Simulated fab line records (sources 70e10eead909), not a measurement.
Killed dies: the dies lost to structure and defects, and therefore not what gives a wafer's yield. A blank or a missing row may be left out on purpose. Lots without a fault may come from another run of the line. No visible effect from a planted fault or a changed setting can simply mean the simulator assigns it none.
Matching of chambers	flow nand harc	NHARC_A_STAIRCASE_TRIM_187 on rie diel-13: 4 sister chambers
The step chemistry O2, time 211.2 s. 18 wafers are shown with their chamber, then 9 later ones without.

== EACH WAFER AND ITS CHAMBER ==
wafer	chamber	showerhead plenum p Torr (Torr)	drypump motor current A (A)	o2 flow sccm (sccm)
L083.1	0	3.64	5.4	500.9
L083.2	1	3.57	5.4	498.7
L083.3	3	3.81	5.8	501.5
L086.1	3	3.80	5.8	499.1
L086.3	1	3.57	5.4	497.3
L086.4	0	3.63	5.4	500.9
L089.1	0	3.63	5.3	503.0
L089.2	1	3.56	5.4	499.5
L089.6	2	3.30	5.5	500.0
L090.2	2	3.30	5.5	500.9
L090.5	1	3.56	5.4	498.7
L090.6	0	3.63	5.3	498.0
L091.2	3	3.80	5.8	501.7
L091.3	2	3.30	5.5	498.9
L091.6	0	3.63	5.4	502.2
L092.2	1	3.56	5.4	499.2
L092.3	2	3.30	5.5	500.2
L092.6	3	3.80	5.8	501.9

SIGNATURES, as means of the wafers listed above
reading	chamber 0	chamber 1	chamber 2	chamber 3	scatter within a chamber
showerhead plenum p Torr	3.6320	3.5640	3.3000	3.8025	0.00443
drypump motor current A	5.360	5.400	5.500	5.800	0.0293
o2 flow sccm	501.000	498.680	500.000	501.050	1.32
Rule: for each reading, subtract the chamber's mean from the wafer's reading, divide by that reading's scatter and square the result; add these up over the readings and take the root, which gives the wafer's distance from the chamber. The wafer belongs to the nearest chamber; if the next one is less than 2 further off, it can't be placed. The scatter is the square root of a quotient: the sum, over the shown wafers, of each reading's squared deviation from its chamber's mean, divided by wafers minus chambers.

== WAFERS WITHOUT THEIR CHAMBER ==
wafer	showerhead plenum p Torr (Torr)	drypump motor current A (A)	o2 flow sccm (sccm)
L093.2	3.56	5.4	497.5
L093.3	3.79	5.8	499.3
L093.5	3.30	5.5	499.4
L095.1	3.62	5.4	499.5
L095.2	3.29	5.5	501.7
L095.4	3.79	5.8	499.9
L097.2	3.29	5.5	501.7
L097.5	3.62	5.3	501.1
L097.6	3.55	5.4	500.5

== EACH ONE'S CHAMBER ==
wafer	from the rows above	in truth
L093.2	1	1
L093.3	3	3
L093.5	2	2
L095.1	0	0
L095.2	2	2
L095.4	3	3
L097.2	2	2
L097.5	0	0
L097.6	1	1
Correctly placed: 9 of 9. From these rows, 0 cannot be placed. Number placed wrongly: 0.
